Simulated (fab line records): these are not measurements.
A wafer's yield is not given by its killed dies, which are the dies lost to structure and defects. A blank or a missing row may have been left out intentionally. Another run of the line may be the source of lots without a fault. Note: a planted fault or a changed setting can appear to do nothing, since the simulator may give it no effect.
Matching of chambers + flow n5_finfet + N5_GATE_CUT_DESCUM_18 on rie_diel-06: 4 sister chambers
The step chemistry O2, time 7 s. 20 wafers are shown with their chamber, then 10 later ones without.

## WAFERS WITH THEIR CHAMBER
| wafer  | chamber | showerhead_plenum_p_Torr (Torr) | throttle_valve_pct (%) | drypump_motor_current_A (A) |
|--------|---------|---------------------------------|------------------------|-----------------------------|
| L074.4 | 1       | 1.94                            | 20.45                  | 5.5                         |
| L074.5 | 3       | 2.17                            | 20.21                  | 5.7                         |
| L074.6 | 0       | 2.18                            | 20.14                  | 5.9                         |
| L077.1 | 2       | 2.13                            | 20.67                  | 6.1                         |
| L077.3 | 0       | 2.18                            | 20.17                  | 5.9                         |
| L077.5 | 2       | 2.13                            | 20.68                  | 6.0                         |
| L078.2 | 0       | 2.18                            | 20.16                  | 5.9                         |
| L078.4 | 3       | 2.17                            | 20.25                  | 5.7                         |
| L078.5 | 0       | 2.18                            | 20.15                  | 5.8                         |
| L079.1 | 2       | 2.13                            | 20.66                  | 6.0                         |
| L079.2 | 1       | 1.94                            | 20.44                  | 5.5                         |
| L079.6 | 3       | 2.17                            | 20.24                  | 5.7                         |
| L081.3 | 1       | 1.94                            | 20.44                  | 5.5                         |
| L081.4 | 3       | 2.16                            | 20.24                  | 5.7                         |
| L081.5 | 1       | 1.94                            | 20.45                  | 5.5                         |
| L083.1 | 3       | 2.16                            | 20.26                  | 5.7                         |
| L083.5 | 2       | 2.13                            | 20.68                  | 6.0                         |
| L083.6 | 3       | 2.16                            | 20.25                  | 5.6                         |
| L084.1 | 0       | 2.17                            | 20.18                  | 5.9                         |
| L084.3 | 1       | 1.94                            | 20.46                  | 5.5                         |

SIGNATURES (means of the wafers above)
| reading                  | chamber 0 | chamber 1 | chamber 2 | chamber 3 | scatter within a chamber |
|--------------------------|-----------|-----------|-----------|-----------|--------------------------|
| showerhead_plenum_p_Torr | 2.1780    | 1.9400    | 2.1300    | 2.1650    | 0.00379                  |
| throttle_valve_pct       | 20.1600   | 20.4480   | 20.6725   | 20.2417   | 0.0138                   |
| drypump_motor_current_A  | 5.880     | 5.500     | 6.025     | 5.683     | 0.0386                   |
Rule: a wafer's distance from a chamber is the root of the sum, over the readings, of the square of ((its reading less the chamber's mean) divided by the reading's scatter). If the next closest chamber is less than 2 further off than the closest, the wafer can't be placed; otherwise it belongs to the closest. How the scatter is found: for the shown wafers, subtract from each reading the mean of its chamber, square and add these, divide the total by (wafers less chambers), then take the root.

## WAFERS WITHOUT THEIR CHAMBER
| wafer  | showerhead_plenum_p_Torr (Torr) | throttle_valve_pct (%) | drypump_motor_current_A (A) |
|--------|---------------------------------|------------------------|-----------------------------|
| L084.6 | 2.13                            | 20.69                  | 6.0                         |
| L088.1 | 2.16                            | 20.27                  | 5.7                         |
| L088.2 | 1.93                            | 20.46                  | 5.5                         |
| L088.5 | 2.12                            | 20.69                  | 6.0                         |
| L089.1 | 2.12                            | 20.70                  | 6.0                         |
| L089.3 | 2.17                            | 20.17                  | 5.9                         |
| L089.4 | 1.93                            | 20.47                  | 5.5                         |
| L094.1 | 2.12                            | 20.72                  | 6.1                         |
| L094.5 | 2.16                            | 20.19                  | 5.9                         |
| L094.6 | 1.93                            | 20.47                  | 5.5                         |

## THE CHAMBER EACH PASSED THROUGH
| wafer  | from the rows above     | in truth |
|--------|-------------------------|----------|
| L084.6 | 2                       | 2        |
| L088.1 | 3                       | 3        |
| L088.2 | 1                       | 1        |
| L088.5 | 2                       | 2        |
| L089.1 | 2                       | 2        |
| L089.3 | 0                       | 0        |
| L089.4 | 1                       | 1        |
| L094.1 | 2                       | 2        |
| L094.5 | can't be placed: 0 or 3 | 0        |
| L094.6 | 1                       | 1        |
Correctly placed: 9 of 10. From these rows, 1 cannot be placed; in 1 the true chamber is one of the candidates. Placed wrongly: 0.
